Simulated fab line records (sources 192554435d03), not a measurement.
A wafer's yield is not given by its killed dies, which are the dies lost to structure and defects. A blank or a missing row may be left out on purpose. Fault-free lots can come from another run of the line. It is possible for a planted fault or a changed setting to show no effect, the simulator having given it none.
Split-lot experiment ; flow n5Finfet ; 21 wafers read from 7 lots, route of 1938 steps

== SPLIT DETAILS ==
At N5_HKMG_FIN_ETCH_35 (etches SOC in N2/H2, target depth 215.8 nm, time 243.4 s), the setting sourceW was moved away from the recipe's 3000 W on 6 of the 21 wafers read, by -14.6% to -8.8%. All remaining wafers had this setting at the recipe value.

The reading is taken at the split's own step.

== THE READING ==
rfVppV, in V, at N5_HKMG_FIN_ETCH_35 (etches SOC in N2/H2, target depth 215.8 nm, time 243.4 s). A value of 141.7 V with a standard deviation of 0.95 V is what fault-free wafers of this fab line usually give.

wafer;tool, chamber at the split;sourceW as run, W;against the recipe;rfVppV, V;against lot-mates on the recipe
L079.4;rieDiel-03, 3;2699;-10.0%;146.5;+5.1
L079.5;rieDiel-03, 2;2699;-10.0%;147.8;+6.4
L079.6;rieDiel-03, 3;3000;recipe;141.4;-
L089.1;rieDiel-06, 3;3000;recipe;142.2;-
L089.2;rieDiel-06, 0;3000;recipe;139.4;-
L089.3;rieDiel-06, 1;3000;recipe;141.1;-
L090.1;rieDiel-02, 1;2737;-8.8%;146.5;no lot-mate on the recipe
L090.2;rieDiel-02, 0;2737;-8.8%;145.4;no lot-mate on the recipe
L090.3;rieDiel-02, 2;2737;-8.8%;145.9;no lot-mate on the recipe
L092.1;rieDiel-03, 2;3000;recipe;141.4;-
L092.2;rieDiel-03, 3;3000;recipe;141.1;-
L092.4;rieDiel-03, 0;3000;recipe;142.8;-
L091.2;rieDiel-06, 0;3000;recipe;140.0;-
L091.4;rieDiel-06, 2;3000;recipe;141.9;-
L091.6;rieDiel-06, 0;3000;recipe;141.9;-
L093.3;rieDiel-03, 3;3000;recipe;141.3;-
L093.5;rieDiel-03, 0;2561;-14.6%;150.9;+9.0
L093.6;rieDiel-03, 1;3000;recipe;142.4;-
L095.2;rieDiel-03, 1;3000;recipe;141.8;-
L095.3;rieDiel-03, 2;3000;recipe;141.8;-
L095.4;rieDiel-03, 0;3000;recipe;143.1;-

THE FIT
A straight line over all 21 wafers: rfVppV changes by -0.566 V for each +1% of sourceW; r = -0.95; the points scatter about the line by 0.94 V.
The same after taking each lot's own level away (the mean of its wafers on the recipe; 18 wafers): -0.597 V for each +1%; r = -0.96; scatter 0.82 V.
That fit puts the effect of the largest move of sourceW on the reading at 8.7 V.
The span of the lots' own levels, 140.90 to 142.23 V, comes to 1.4 times the standard deviation stated above.
Hence the lot-to-lot level has little effect on the slope; both slopes agree.
Check: with one of the wafers moved furthest among these (-14.6%) left out of the fit, the line predicts +8.39 V for it against its lot-mates. It came out at +9.05 V against them.
Tool readings at the split's step, against how far the setting was moved: rfVppV r = -0.95.

== OTHER SPLITS APPLIED TO THESE WAFERS ==
Note: prior to the reading, these wafers also went through further splits. Each is held against what the fit with the lots' levels taken away leaves over:
other split on the same wafers;wafers away from the commonest value;r with rfVppV (lot level and that fit taken away)
N5_SD_ACTIVATION_LSA_01 tempC;3;-0.15
N5_HKMG_FIN_COAT_43 spinRpm;7;+0.08
N5_HKMG_FIN_ETCH_55 biasW;6;+0.23

== THE FILE'S OWN FIT ==
rfVppV changes by -0.606 V for each +1% of sourceW, r = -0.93.
